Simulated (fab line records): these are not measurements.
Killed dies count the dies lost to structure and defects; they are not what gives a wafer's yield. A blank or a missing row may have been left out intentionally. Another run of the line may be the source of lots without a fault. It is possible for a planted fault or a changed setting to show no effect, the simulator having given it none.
Matching of chambers	flow nandHarc	NHARC_A_STAIRCASE_DEP_301 on pecvd-01: 3 sister chambers
The step deposits SiON, target thk 30 nm. 3 wafers are shown with their chamber, then 9 later ones without.

WAFERS PAIRED WITH THEIR CHAMBERS
wafer	chamber	heaterPowerW (W)
L088.2	0	724
L088.3	1	820
L088.4	2	763

WAFERS WHOSE CHAMBER IS MISSING
wafer	heaterPowerW (W)
L085.3	854
L085.4	624
L085.5	738
L092.2	759
L092.3	749
L092.6	803
L093.1	763
L093.3	682
L093.5	698

WHICH CHAMBER EACH WENT THROUGH
wafer	from the rows above	in truth
L085.3	can't be placed: 1 or 2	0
L085.4	can't be placed: 0 or 2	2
L085.5	can't be placed: 0 or 2 or 1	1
L092.2	can't be placed: 2 or 0 or 1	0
L092.3	can't be placed: 2 or 0 or 1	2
L092.6	can't be placed: 1 or 2 or 0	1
L093.1	can't be placed: 2 or 0 or 1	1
L093.3	can't be placed: 0 or 2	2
L093.5	can't be placed: 0 or 2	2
Correctly placed: 0 of 9. Cannot be placed on the basis of these rows: 9; the candidates contain the true chamber in 8. 0 placed wrongly.
How it was worked out, from the rows above alone: a wafer's distance from a chamber is the root of the sum, over the readings, of the square of ((its reading less the chamber's mean) divided by the reading's scatter). The wafer belongs to the nearest chamber; if the next one is less than 2 further off, it can't be placed. For every chamber, the mean is computed from those of its wafers that are shown. The scatter (one wafer shown for each chamber): square how far every hidden wafer sits from the nearest shown wafer, average those squares and take the square root.
